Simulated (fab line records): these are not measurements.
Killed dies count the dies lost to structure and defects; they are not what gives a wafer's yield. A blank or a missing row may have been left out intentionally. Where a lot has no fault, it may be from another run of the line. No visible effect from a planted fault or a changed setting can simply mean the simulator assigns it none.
fab line records	flow n5Finfet
record: lots: 7	wafers: 21
route steps=1938 shown BEOL_M6@1239 BEOL_M7@1308 BEOL_M8@1342
startH: hours from the record's opening day to when the first of the lot's shown wafers began	waitH: how many hours have passed since the lot's step before this one	" same as the row above	L1.1+2: a single row standing in for several wafers	- either no value or no given start	* or withheld: withheld	< > ~ a bound
route shown NAME@n: NAME is a module with steps in the file, n the number in the route of the first one	usual: mean and standard deviation over wafers with no fault	same: alike in all rows	chamber/n: place in a boat	sites: each site's reading	_std_site: the values' standard deviation	_edge_site: inner sites' mean taken away from outer sites' mean	radiusMm: how far each site lies from the wafer's centre	mask NAME#n: copy n	behind: tool/chamber where the wafer was last shaped	hold: reason for holding the lot/hours on hold/outcome of the hold	device: transistor that didn't switch, given as n, p or np	end of line: the same wafers' tests at the end of the route	where a step has no rows: the recipe by itself	killed: not the wafer's yield, but the dies lost to structure and defects at the first sort	map: per-die view of a wafer (x killed, . not killed, _ where there is no die)
set.NAME: the run value of the setting; set.NAME@STEP: its run value at that earlier step	model.NAME: the simulator's own value behind a step, which no gauge read
lots whose settings were changed on purpose; a table a step, a row a wafer
== steps ==
step: N5_BEOL_M6_TRENCH_ETCH_37
recipe: chemistry: C4F6/O2	targetDepthA: 944.35	target: SiCOH_lowk	timeS: 31.5	ionEnergyEv: 250	pressureMtorr: 30	sourceW: 345	biasW: 185	Ar_flow_sccm: 300	C4F6_flow_sccm: 10	O2_flow_sccm: 10
usual: rfVppV: 663/11
lot.wafer	tool	chamber	startH	waitH	set.sourceW	rfVppV
L074.4	rieDiel-03	3	-	-	345	655
L074.5	"	1	"	"	345	684
L074.6	"	2	"	"	345	670
L077.4	rieDiel-03	0	-	-	345	664
L077.5	"	0	"	"	345	664
L077.6	"	1	"	"	318.7	712
L083.2	rieDiel-03	3	-	-	345	655
L083.3	"	0	"	"	345	664
L083.6	"	0	"	"	345	664
L087.2	rieDiel-02	3	-	-	345	656
L087.3	"	0	"	"	345	661
L087.4	"	1	"	"	345	675
L095.1	rieDiel-01	1	-	-	345	673
L095.3	"	0	"	"	375.2	630
L095.5	"	1	"	"	375.2	645
L096.3	rieDiel-01	2	-	-	404.5	602
L096.4	"	0	"	"	404.5	604
L096.5	"	0	"	"	345	658
L097.2	rieDiel-02	1	-	-	297.7	728
L097.3	"	3	"	"	345	655
L097.6	"	2	"	"	297.7	698
step: N5_BEOL_M7_TRENCH_ETCH_37
recipe: chemistry: C4F6/O2	targetDepthA: 934.78	target: SiCOH_lowk	timeS: 31.2	ionEnergyEv: 250	pressureMtorr: 30	sourceW: 345	biasW: 185	Ar_flow_sccm: 300	C4F6_flow_sccm: 10	O2_flow_sccm: 10
lot.wafer	tool	chamber	startH	waitH	set.timeS	model.BEOL_M7.featureDepthNm	model.etch.depthNm
L074.4	rieDiel-04	0	-	-	31.2	92.2	92.3
L074.5	"	1	"	"	31.2	92.8	92.83
L074.6	"	2	"	"	31.2	91.8	91.87
L077.4	rieDiel-04	3	-	-	37.07	109.6	109.6
L077.5	"	0	"	"	37.07	109.8	109.9
L077.6	"	3	"	"	31.2	93.2	93.12
L083.2	rieDiel-06	2	-	-	31.2	95.2	95.19
L083.3	"	1	"	"	31.2	94.8	94.8
L083.6	"	0	"	"	31.2	95.2	95.16
L087.2	rieDiel-04	2	-	-	31.2	92.4	92.32
L087.3	"	1	"	"	27.32	82	82.05
L087.4	"	3	"	"	27.32	82	81.91
L095.1	rieDiel-06	3	-	-	31.2	91.4	91.45
L095.3	"	2	"	"	31.2	93.8	93.77
L095.5	"	1	"	"	31.2	95	95.02
L096.3	rieDiel-05	3	-	-	31.2	92.6	92.69
L096.4	"	0	"	"	31.2	93.4	93.34
L096.5	"	3	"	"	31.2	92.4	92.37
L097.2	rieDiel-06	2	-	-	27.96	85.2	85.12
L097.3	"	0	"	"	31.2	95.2	95.23
L097.6	"	3	"	"	27.96	82.6	82.68
step: N5_BEOL_M7_ETCH_41
recipe: chemistry: CH3F/O2	target: SiCN	targetDepthA: 319	taperDeg: 2	timeS: 57.8	ionEnergyEv: 120	maskMaterial: TiN	pressureMtorr: 30	sourceW: 395	biasW: 75	Ar_flow_sccm: 150	CH3F_flow_sccm: 30	O2_flow_sccm: 20
usual: rfVppV: 297.5/1.8
lot.wafer	tool	chamber	startH	waitH	set.sourceW	rfVppV	model.etch.depthNm
L074.4	rieDiel-04	0	-	-	395	297.1	21.57
L074.5	"	1	"	"	395	297.4	21.7
L074.6	"	2	"	"	395	295.5	21.43
L077.4	rieDiel-04	3	-	-	367.2	305.3	21.1
L077.5	"	0	"	"	395	297.4	21.85
L077.6	"	3	"	"	395	299.6	21.61
L083.2	rieDiel-06	2	-	-	395	299.2	22.27
L083.3	"	1	"	"	355.7	309.1	21.56
L083.6	"	0	"	"	395	299.7	22.05
L087.2	rieDiel-04	2	-	-	345.8	309.2	20.41
L087.3	"	1	"	"	395	295.3	21.68
L087.4	"	3	"	"	345.8	310.3	20.78
L095.1	rieDiel-06	3	-	-	354.2	310.5	20.62
L095.3	"	2	"	"	354.2	311.1	21.2
L095.5	"	1	"	"	395	298.8	22.34
L096.3	rieDiel-05	3	-	-	443.3	289.2	22.98
L096.4	"	0	"	"	395	296.2	21.87
L096.5	"	3	"	"	443.3	287.6	22.97
L097.2	rieDiel-06	2	-	-	417.5	292.5	22.36
L097.3	"	0	"	"	417.5	293.8	22.43
L097.6	"	3	"	"	395	298.5	21.35
step: N5_BEOL_M7_STRIP_80
recipe: chemistry: N2/H2	timeS: 10	powerW: 450	tempC: 40	pressureMtorr: 20	rfFrequencyHz: 6e+07	biasPowerW: 7	n2FlowSccm: 200	h2FlowSccm: 200
step: N5_BEOL_M7_OCD_MEAS_38
usual: trenchDepthNm: 93.0/1.2
lot.wafer	tool	chamber	startH	waitH	set.timeS@BEOL_M7_TRENCH_ETCH_37	trenchDepthNm
L074.4	ocd-02	-	195.30	-	31.2	92.1
L074.5	"	-	"	"	31.2	92.6
L074.6	"	-	"	"	31.2	91.8
L077.4	ocd-01	-	206.98	-	37.07	110.4
L077.5	"	-	"	"	37.07	109.5
L077.6	"	-	"	"	31.2	93.4
L083.2	ocd-02	-	268.52	-	31.2	94.7
L083.3	"	-	"	"	31.2	94.9
L083.6	"	-	"	"	31.2	94.7
L087.2	ocd-01	-	280.93	-	31.2	92.0
L087.3	"	-	"	"	27.32	82.0
L087.4	"	-	"	"	27.32	81.9
L095.1	ocd-02	-	338.73	-	31.2	91.4
L095.3	"	-	"	"	31.2	94.1
L095.5	"	-	"	"	31.2	94.7
L096.3	ocd-01	-	342.11	-	31.2	92.4
L096.4	"	-	"	"	31.2	93.6
L096.5	"	-	"	"	31.2	92.0
L097.2	ocd-02	-	345.41	-	27.96	85.4
L097.3	"	-	"	"	31.2	95.7
L097.6	"	-	"	"	27.96	82.4
step: N5_BEOL_M7_HM_STRIP_39
recipe: chemistry: peroxideTinStrip	material: TiN	targetDepthA: 250	tempC: 50	timeS: 158
step: N5_BEOL_M7_SRD_40
recipe: timeS: 30	tempC: 23	rinseLiquid: diw	dry: ipaMarangoni
step: N5_BEOL_M7_ECD_50
recipe: material: Cu	targetThkA: 3000
step: N5_BEOL_M7_ANNEAL_51
recipe: tempC: 225	timeS: 90	ambient: N2
step: N5_BEOL_M7_CMP_52
recipe: stopOn: SiCOH_lowk	tOverpolishS: 6.9	downForcePsi: 1	platenRpm: 50	clearingPlatenDownForcePsi: 1.5	clearingPlatenRpm: 50	postCmpClean: cuAlkaline	targetThkNm: 80	clearingPlatenPadVelocityMS: 0.99484	padVelocityMS: 0.99484
lot.wafer	tool	chamber	startH	waitH	set.timeS@BEOL_M7_TRENCH_ETCH_37	model.Cu_of_BEOL_M7_ECD_50.thkNm
L074.4	cmp-02	0	197.80	0.2	31.2	77.6
L074.5	"	3	"	"	31.2	77.8
L074.6	"	0	"	"	31.2	78
L077.4	cmp-01	1	209.89	0.2	37.07	97
L077.5	"	3	"	"	37.07	96
L077.6	"	0	"	"	31.2	80.8
L083.2	cmp-02	1	273.23	0.3	31.2	80.4
L083.3	"	3	"	"	31.2	80
L083.6	"	0	"	"	31.2	81
L087.3	cmp-02	0	283.33	0.2	27.32	68
L087.4	"	1	"	"	27.32	66.6
L087.2	"	2	"	"	31.2	78
L095.1	cmp-02	1	341.45	0.3	31.2	76.8
L095.3	"	3	"	"	31.2	80.6
L095.5	"	1	"	"	31.2	80.8
L096.4	cmp-04	3	346.23	0.2	31.2	79.6
L096.3	"	1	"	"	31.2	81.8
L096.5	"	2	"	"	31.2	79
L097.3	cmp-01	2	349.80	0.2	31.2	80.4
L097.2	"	3	"	"	27.96	71.8
L097.6	"	0	"	"	27.96	70.6
step: N5_BEOL_M7_THK_MEAS_53
recipe: thkMeasGauge: xrf	reads: Cu_of_BEOL_M7_ECD_50
usual: M7_THK: 79.4/1.7
lot.wafer	tool	chamber	startH	waitH	set.timeS@BEOL_M7_TRENCH_ETCH_37	M7_THK[nm]
L074.4	filmMetro-01	-	198.06	-	31.2	76.4
L074.5	"	-	"	"	31.2	76.8
L074.6	"	-	"	"	31.2	77.0
L077.4	filmMetro-02	-	210.11	-	37.07	98.0
L077.5	"	-	"	"	37.07	96.6
L077.6	"	-	"	"	31.2	81.3
L083.2	filmMetro-01	-	273.49	-	31.2	80.3
L083.3	"	-	"	"	31.2	79.8
L083.6	"	-	"	"	31.2	80.9
L087.2	filmMetro-02	-	283.59	-	31.2	78.5
L087.3	"	-	"	"	27.32	68.1
L087.4	"	-	"	"	27.32	67.2
L095.1	filmMetro-01	-	341.75	-	31.2	76.8
L095.3	"	-	"	"	31.2	80.8
L095.5	"	-	"	"	31.2	81.1
L096.3	filmMetro-02	-	346.49	-	31.2	82.5
L096.4	"	-	"	"	31.2	80.3
L096.5	"	-	"	"	31.2	79.5
L097.2	filmMetro-01	-	350.02	-	27.96	72.3
L097.3	"	-	"	"	31.2	80.9
L097.6	"	-	"	"	27.96	70.7
step: N5_BEOL_M7_PRE_CLEAN_55
recipe: gas: NH3	timeS: 15	tempC: withheld	rfPowerW: 300
step: N5_BEOL_M7_DEP_56
recipe: material: SiCN	targetThkA: 100	tempC: withheld	precursor: 3MS/NH3	pressureTorr: 3	rfW: 202	timeS: 17.5
step: N5_BEOL_M7_RS_MEAS_57
recipe: thkMeasGauge: four-point-probe	reads: Cu_of_BEOL_M7_ECD_50+Co_of_BEOL_M7_CVD_78+TaN_of_BEOL_M7_ALD_77
usual: M7_RS: 0.290/0.0065
lot.wafer	tool	chamber	startH	waitH	set.timeS@BEOL_M7_TRENCH_ETCH_37	M7_RS[ohm/sq]
L074.4	filmMetro-01	-	198.19	0.0	31.2	0.295
L074.5	"	-	"	"	31.2	0.295
L074.6	"	-	"	"	31.2	0.295
L077.4	filmMetro-02	-	210.27	0.1	37.07	0.229
L077.5	"	-	"	"	37.07	0.232
L077.6	"	-	"	"	31.2	0.284
L083.2	filmMetro-01	-	273.62	0.1	31.2	0.285
L083.3	"	-	"	"	31.2	0.286
L083.6	"	-	"	"	31.2	0.282
L087.2	filmMetro-01	-	283.72	0.1	31.2	0.294
L087.3	"	-	"	"	27.32	0.346
L087.4	"	-	"	"	27.32	0.355
L095.1	filmMetro-02	-	341.88	0.1	31.2	0.299
L095.3	"	-	"	"	31.2	0.284
L095.5	"	-	"	"	31.2	0.282
L096.3	filmMetro-01	-	346.62	0.1	31.2	0.278
L096.4	"	-	"	"	31.2	0.287
L096.5	"	-	"	"	31.2	0.291
L097.2	filmMetro-02	-	350.15	0.1	27.96	0.325
L097.3	"	-	"	"	31.2	0.284
L097.6	"	-	"	"	27.96	0.331
step: N5_BEOL_M8_EXPOSE_08
recipe: maskId: M8	na: 1.35	sourceShape: dipole	sigmaInner: 0.817	sigmaOuter: 0.97	polarization: te	doseMj: 68.25
lot.wafer	tool	chamber	startH	waitH	mask	set.doseMj
L074.4+5+6	arfiScanner-01	0	199.18	-	M8#0	68.25
L077.4+6	arfiScanner-02	0	212.06	-	M8#0	68.25
L077.5	"	0	"	"	M8#0	73.05
L083.2	arfiScanner-03	0	275.87	-	M8#0	68.25
L083.3+6	"	0	"	"	M8#0	64.7
L087.2+3+4	arfiScanner-03	0	287.25	-	M8#0	68.25
L095.1+3	arfiScanner-03	0	343.44	-	M8#0	70.92
L095.5	"	0	"	"	M8#0	68.25
L096.3+4	arfiScanner-02	0	352.82	-	M8#0	68.25
L096.5	"	0	"	"	M8#0	70.23
L097.2	arfiScanner-03	0	354.67	-	M8#0	68.25
L097.3+6	"	0	"	"	M8#0	71.18
step: N5_BEOL_M8_DEVELOP_10
recipe: developTimeS: 30	developer: TMAH	resist: CAR-ArF	rinseLiquid: diw	dry: airSpin	devTempC: 23
lot.wafer	tool	chamber	startH	waitH	set.developTimeS
L074.4+5+6	lithoTrack-01	0	-	-	30
L077.4+6	lithoTrack-01	0	-	-	30
L077.5	"	0	"	"	35.76
L083.2+6	lithoTrack-04	0	-	-	24.5
L083.3	"	0	"	"	30
L087.2	lithoTrack-01	0	-	-	30
L087.3+4	"	0	"	"	34.45
L095.1+5	lithoTrack-02	0	-	-	33.84
L095.3	"	0	"	"	30
L096.3	lithoTrack-01	0	-	-	30
L096.4+5	"	0	"	"	35.88
L097.2+3+6	lithoTrack-02	0	-	-	30
step: N5_BEOL_M8_CD_MEAS_11
recipe: targetCdNm: 38.5	landingEnergyEv: 500	detector: seInlens	polarity: opening
usual: cdNm: 38.5/0.46
lot.wafer	tool	chamber	startH	waitH	set.doseMj@BEOL_M8_EXPOSE_08	cdNm
L074.4	cdSem-03	0	199.30	-	68.25	38.0
L074.5	"	0	"	"	68.25	38.6
L074.6	"	0	"	"	68.25	38.2
L077.4	cdSem-01	0	212.17	-	68.25	39.5
L077.5	"	0	"	"	73.05	42.7
L077.6	"	0	"	"	68.25	38.5
L083.2	cdSem-03	0	276.00	-	68.25	37.5
L083.3	"	0	"	"	64.7	35.6
L083.6	"	0	"	"	64.7	35.2
L087.2	cdSem-01	0	287.37	-	68.25	38.5
L087.3	"	0	"	"	68.25	40.2
L087.4	"	0	"	"	68.25	39.2
L095.1	cdSem-02	0	343.57	-	70.92	40.3
L095.3	"	0	"	"	70.92	40.1
L095.5	"	0	"	"	68.25	38.3
L096.3	cdSem-01	0	352.94	-	68.25	38.8
L096.4	"	0	"	"	68.25	39.9
L096.5	"	0	"	"	70.23	40.8
L097.2	cdSem-01	0	354.79	-	68.25	37.7
L097.3	"	0	"	"	71.18	40.3
L097.6	"	0	"	"	71.18	40.3
step: N5_BEOL_M8_DESCUM_16
recipe: chemistry: O2	timeS: 7.9	sourcePowerW: 50	biasPowerW: 20	pressureMtorr: 20	rfFrequencyHz: 2.712e+07	tempC: 40	resist: CAR-ArF	o2FlowSccm: 225
step: N5_BEOL_M8_ETCH_61
recipe: chemistry: CF4	target: SiARC	targetDepthA: 455	maskMaterial: CAR-ArF	timeS: 75.8	ionEnergyEv: 80	pressureMtorr: 40	sourceW: 545	biasW: 36	Ar_flow_sccm: 100	cf4FlowSccm: 100	ends: cleared
lot.wafer	tool	chamber	startH	waitH	set.doseMj@BEOL_M8_EXPOSE_08	model.BEOL_M8.cdOffsetNm
L074.4	rieDiel-01	1	199.42	0.0	68.25	-0.4
L074.5	"	2	"	"	68.25	0.6
L074.6	"	1	"	"	68.25	0.2
L077.4	rieDiel-03	1	212.36	0.0	68.25	0.8
L077.5	"	3	"	"	73.05	4.8
L077.6	"	0	"	"	68.25	-0.2
L083.2	rieDiel-01	3	276.12	0.0	68.25	-1
L083.3	"	1	"	"	64.7	-3
L083.6	"	0	"	"	64.7	-3.2
L087.2	rieDiel-02	2	287.50	0.0	68.25	-0.2
L087.3	"	1	"	"	68.25	0.8
L087.4	"	0	"	"	68.25	0.2
L095.1	rieDiel-02	1	343.72	0.0	70.92	1.6
L095.3	"	3	"	"	70.92	1.4
L095.5	"	2	"	"	68.25	0.2
L096.3	rieDiel-03	3	353.06	0.0	68.25	0.2
L096.4	"	1	"	"	68.25	1.6
L096.5	"	3	"	"	70.23	2.8
L097.2	rieDiel-02	3	354.93	0.0	68.25	0
L097.3	"	2	"	"	71.18	2
L097.6	"	0	"	"	71.18	2.2
step: N5_BEOL_M8_ETCH_62
recipe: chemistry: N2/H2	target: SOC	targetDepthA: 1100	overetchA: 220	maskMaterial: SiARC	tempC: 40	timeS: 165	ionEnergyEv: 200	pressureMtorr: 30	sourceW: 840	biasW: 150	n2FlowSccm: 200	h2FlowSccm: 200
lot.wafer	tool	chamber	startH	waitH	set.doseMj@BEOL_M8_EXPOSE_08	model.BEOL_M8.cdOffsetNm
L074.4	rieDiel-01	1	199.47	0.0	68.25	-0.6
L074.5	"	2	"	"	68.25	1.2
L074.6	"	1	"	"	68.25	0.2
L077.4	rieDiel-03	1	212.42	0.0	68.25	0.8
L077.5	"	3	"	"	73.05	4.6
L077.6	"	0	"	"	68.25	-0.4
L083.2	rieDiel-01	3	276.18	0.0	68.25	-1
L083.3+6	"	1,0	"	"	64.7	-2.8
L087.2	rieDiel-02	2	287.55	0.0	68.25	-0.8
L087.3	"	1	"	"	68.25	1
L087.4	"	0	"	"	68.25	0
L095.1	rieDiel-02	1	343.78	0.0	70.92	1.6
L095.3	"	3	"	"	70.92	1.4
L095.5	"	2	"	"	68.25	0
L096.3	rieDiel-03	3	353.11	0.0	68.25	0.2
L096.4	"	1	"	"	68.25	1.6
L096.5	"	3	"	"	70.23	3
L097.2	rieDiel-02	3	354.98	0.0	68.25	-0.2
L097.3	"	2	"	"	71.18	1.6
L097.6	"	0	"	"	71.18	1.8
step: N5_BEOL_M8_STRIP_68
recipe: chemistry: N2/H2	tempC: 40	n2FlowSccm: 200	h2FlowSccm: 200	rfFrequencyHz: 6e+07
step: N5_BEOL_M8_STRIP_67
recipe: chemistry: CF4	resist: SiARC	powerW: 300	biasPowerW: 75	pressureMtorr: 50	cf4FlowSccm: 150	rfFrequencyHz: 6e+07
step: N5_BEOL_M8_HM_OPEN_17
recipe: chemistry: Cl2/BCl3	targetDepthA: 200	overetchA: 60	target: TiN	maskMaterial: SOC	ionEnergyEv: 150	pressureMtorr: 10	icpW: 1000	biasW: 126	Cl2_flow_sccm: 53.25	bcl3FlowSccm: 21.75	Ar_flow_sccm: 25
lot.wafer	tool	chamber	startH	waitH	set.doseMj@BEOL_M8_EXPOSE_08	model.BEOL_M8.cdOffsetNm
L074.4	rieMetal-02	1	199.75	0.1	68.25	-0.4
L074.5	"	1	"	"	68.25	1.2
L074.6	"	1	"	"	68.25	0.2
L077.4	rieMetal-01	1	212.64	0.1	68.25	0.6
L077.5	"	0	"	"	73.05	4.8
L077.6	"	1	"	"	68.25	-0.4
L083.2	rieMetal-01	1	276.36	0.0	68.25	-1
L083.3+6	"	0	"	"	64.7	-3
L087.2	rieMetal-02	0	287.74	0.0	68.25	-0.8
L087.3	"	0	"	"	68.25	1
L087.4	"	1	"	"	68.25	0
L095.1	rieMetal-02	0	343.97	0.0	70.92	1.6
L095.3	"	0	"	"	70.92	1.2
L095.5	"	1	"	"	68.25	-0.2
L096.3	rieMetal-01	1	353.34	0.1	68.25	0.2
L096.4	"	0	"	"	68.25	1.4
L096.5	"	1	"	"	70.23	3
L097.2	rieMetal-02	1	355.17	0.0	68.25	-0.2
L097.3	"	1	"	"	71.18	1.6
L097.6	"	1	"	"	71.18	1.8
step: N5_BEOL_M8_STRIP_19
recipe: chemistry: O2	powerW: 400	tempC: 40	pressureMtorr: 30	rfFrequencyHz: 6e+07	biasPowerW: 0	overashFraction: 0.2	o2FlowSccm: 225
step: N5_BEOL_M8_CD_MEAS_18
recipe: pitchNm: 80	targetCdNm: 40
usual: cdNm: 39.9/0.52
lot.wafer	tool	chamber	startH	waitH	set.doseMj@BEOL_M8_EXPOSE_08	cdNm
L074.4	cdSem-02	-	199.95	0.1	68.25	39.2
L074.5	"	-	"	"	68.25	41.1
L074.6	"	-	"	"	68.25	40.1
L077.4	cdSem-02	-	212.79	0.1	68.25	41.4
L077.5	"	-	"	"	73.05	44.6
L077.6	"	-	"	"	68.25	39.5
L083.2	cdSem-01	-	276.71	0.1	68.25	38.8
L083.3	"	-	"	"	64.7	37.1
L083.6	"	-	"	"	64.7	36.8
L087.2	cdSem-03	-	287.92	0.1	68.25	39.5
L087.3	"	-	"	"	68.25	41.0
L087.4	"	-	"	"	68.25	39.9
L095.1	cdSem-03	-	344.15	0.0	70.92	41.8
L095.3	"	-	"	"	70.92	41.0
L095.5	"	-	"	"	68.25	39.4
L096.3	cdSem-03	-	353.53	0.1	68.25	40.2
L096.4	"	-	"	"	68.25	41.5
L096.5	"	-	"	"	70.23	42.9
L097.2	cdSem-01	-	355.35	0.1	68.25	39.8
L097.3	"	-	"	"	71.18	41.7
L097.6	"	-	"	"	71.18	41.9
step: N5_BEOL_M8_COAT_63
recipe: resist: SOC	tempC: 250	timeS: 60	spinRpm: 1500	resistThkNm: 60
step: N5_BEOL_M8_COAT_64
recipe: resist: SiARC	tempC: 220	timeS: 60	spinRpm: 1500	resistThkNm: 12
step: N5_BEOL_M8_PRECLEAN_42
recipe: chemistry: residueRemover	timeS: 60	tempC: 40
step: N5_BEOL_M8_SRD_43
recipe: timeS: 30	tempC: 23	rinseLiquid: diw	dry: ipaMarangoni
step: N5_BEOL_M8_CD_MEAS_35
recipe: targetCdNm: 40	polarity: opening
usual: cdNm: 39.9/0.57
lot.wafer	tool	chamber	startH	waitH	set.doseMj@BEOL_M8_EXPOSE_08	cdNm
L074.4	cdSem-02	-	202.28	0.0	68.25	39.7
L074.5	"	-	"	"	68.25	41.3
L074.6	"	-	"	"	68.25	39.6
L077.4	cdSem-02	-	215.23	0.0	68.25	40.7
L077.5	"	-	"	"	73.05	44.5
L077.6	"	-	"	"	68.25	39.7
L083.2	cdSem-02	-	277.72	0.0	68.25	39.0
L083.3	"	-	"	"	64.7	36.9
L083.6	"	-	"	"	64.7	37.1
L087.2	cdSem-03	-	289.02	0.0	68.25	38.9
L087.3	"	-	"	"	68.25	40.9
L087.4	"	-	"	"	68.25	40.0
L095.1	cdSem-01	-	346.23	0.0	70.92	41.6
L095.3	"	-	"	"	70.92	41.2
L095.5	"	-	"	"	68.25	40.1
L096.3	cdSem-01	-	354.57	0.0	68.25	40.2
L096.4	"	-	"	"	68.25	41.8
L096.5	"	-	"	"	70.23	43.5
L097.2	cdSem-01	-	357.58	0.0	68.25	39.4
L097.3	"	-	"	"	71.18	41.8
L097.6	"	-	"	"	71.18	41.8
== key ==
split: step: N5_BEOL_M6_TRENCH_ETCH_37	setting: sourceW	stated: 345	by: wafer
response: step: N5_BEOL_M6_TRENCH_ETCH_37	reading: rfVppV	change: -3.91	per: 1%	r: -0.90
split: step: N5_BEOL_M7_TRENCH_ETCH_37	setting: timeS	stated: 31.2	by: wafer
response: step: N5_BEOL_M7_TRENCH_ETCH_37	reading: model.BEOL_M7.featureDepthNm	change: +0.904	per: 1%	r: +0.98
response: step: N5_BEOL_M7_TRENCH_ETCH_37	reading: model.etch.depthNm	change: +0.907	per: 1%	r: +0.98
response: step: N5_BEOL_M7_OCD_MEAS_38	reading: trenchDepthNm	change: +0.907	per: 1%	r: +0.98
response: step: N5_BEOL_M7_CMP_52	reading: model.Cu_of_BEOL_M7_ECD_50.thkNm	change: +0.85	per: 1%	r: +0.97
response: step: N5_BEOL_M7_THK_MEAS_53	reading: M7_THK	change: +0.866	per: 1%	r: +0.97
response: step: N5_BEOL_M7_RS_MEAS_57	reading: M7_RS	change: -0.00351	per: 1%	r: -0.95
split: step: N5_BEOL_M7_ETCH_41	setting: sourceW	stated: 395	by: wafer
response: step: N5_BEOL_M7_ETCH_41	reading: rfVppV	change: -0.97	per: 1%	r: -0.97
response: step: N5_BEOL_M7_ETCH_41	reading: model.etch.depthNm	change: +0.0983	per: 1%	r: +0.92
split: step: N5_BEOL_M8_EXPOSE_08	setting: doseMj	stated: 68.25	by: wafer
response: step: N5_BEOL_M8_CD_MEAS_11	reading: cdNm	change: +0.503	per: 1%	r: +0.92
response: step: N5_BEOL_M8_ETCH_61	reading: model.BEOL_M8.cdOffsetNm	change: +0.524	per: 1%	r: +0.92
response: step: N5_BEOL_M8_ETCH_62	reading: model.BEOL_M8.cdOffsetNm	change: +0.509	per: 1%	r: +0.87
response: step: N5_BEOL_M8_HM_OPEN_17	reading: model.BEOL_M8.cdOffsetNm	change: +0.541	per: 1%	r: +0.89
response: step: N5_BEOL_M8_CD_MEAS_18	reading: cdNm	change: +0.517	per: 1%	r: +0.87
response: step: N5_BEOL_M8_CD_MEAS_35	reading: cdNm	change: +0.532	per: 1%	r: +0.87
split: step: N5_BEOL_M8_DEVELOP_10	setting: developTimeS	stated: 30	by: wafer
response none clear
